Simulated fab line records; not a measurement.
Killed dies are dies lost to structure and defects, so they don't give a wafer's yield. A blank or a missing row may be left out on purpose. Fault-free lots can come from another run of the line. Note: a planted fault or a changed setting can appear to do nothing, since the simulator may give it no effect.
Which of the tools did it? + flow n5 finfet + 10 lots, 28 wafers sampled, at 2 steps of a route of 1938

## WHAT THE GAUGES SHOWED, per wafer
N5_ZERO_LAYER_CD_MEAS_11 targets a cd of 2000 nm.
| lot  | measured    | on        | cd nm (nm)           |
|------|-------------|-----------|----------------------|
| L390 | day 1 12:46 | cd sem-03 | 1997.7 2001.2 1996.7 |
| L395 | day 2 18:47 | cd sem-03 | 2001.4 2001.0 1998.9 |
| L397 | day 3 06:46 | cd sem-03 | 1995.8 1996.9 1995.7 |
| L398 | day 3 12:39 | cd sem-02 | 2000.1 1995.0 1994.0 |
| L399 | day 3 18:46 | cd sem-01 | 1998.3 1999.9 1995.4 |
| L402 | day 4 12:38 | cd sem-02 | 1996.2 1997.7 1997.4 |
| L407 | day 5 18:46 | cd sem-02 | 2011.6 2001.1        |
| L408 | day 6 00:40 | cd sem-01 | 2013.1 1998.8        |
| L410 | day 6 12:38 | cd sem-01 | 1995.0 1994.9 1996.9 |
| L413 | day 7 06:40 | cd sem-01 | 1996.3 1998.5 1999.1 |

## EACH LOT AND THE TOOL THAT RAN IT (in order: tool; ch and the chambers of the sampled wafers; start)
| lot  | N5_ZERO_LAYER_EXPOSE_08          |
|------|----------------------------------|
| L390 | krf scanner-02 ch 0, day 1 12:36 |
| L395 | krf scanner-01 ch 0, day 2 18:37 |
| L397 | krf scanner-02 ch 0, day 3 06:36 |
| L398 | krf scanner-02 ch 0, day 3 12:29 |
| L399 | krf scanner-01 ch 0, day 3 18:35 |
| L402 | krf scanner-02 ch 0, day 4 12:28 |
| L407 | krf scanner-01 ch 0, day 5 18:36 |
| L408 | krf scanner-01 ch 0, day 6 00:29 |
| L410 | krf scanner-02 ch 0, day 6 12:28 |
| L413 | krf scanner-02 ch 0, day 7 06:29 |
- N5_ZERO_LAYER_EXPOSE_08: exposes mask ZERO, defocus 0 nm, target cd 2000 nm.

## THE ANSWER, worked out from the rows above alone
Rule: the usual values come from the lots themselves. Put in order of their means at a reading, lots are off if they are a third of the lots or fewer, leave a main group of 4 or more, and stand apart from it by a gap of 3 or more times the standard deviation of the main group's means; of several such gaps the widest counts. A main group whose means are all the same, to the digits that the tables above print for the reading, isn't used. Also off: a lot with no number at a reading for which 4 or more lots have one. All remaining lots with rows at the step are treated as sound.
Off: L407, L408, at N5_ZERO_LAYER_CD_MEAS_11 (cd nm). Main group: mean 1997.5 nm, sd 1.5.
A tool fits if, at a process step before that reading, it ran every lot that is off, and no sound lot after the first of them. The gauges at N5_ZERO_LAYER_CD_MEAS_11 are tried like those tools. One candidate fits, namely krf scanner-01 at N5_ZERO_LAYER_EXPOSE_08. A fault onset in the window from L399 (day 3 18:35, its last sound lot) to L407 (day 5 18:36, its first lot off) fits.

## WHAT THE SIMULATOR HAD PUT IN
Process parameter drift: krf scanner-01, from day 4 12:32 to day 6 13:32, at N5_ZERO_LAYER_EXPOSE_08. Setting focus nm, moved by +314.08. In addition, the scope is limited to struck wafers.
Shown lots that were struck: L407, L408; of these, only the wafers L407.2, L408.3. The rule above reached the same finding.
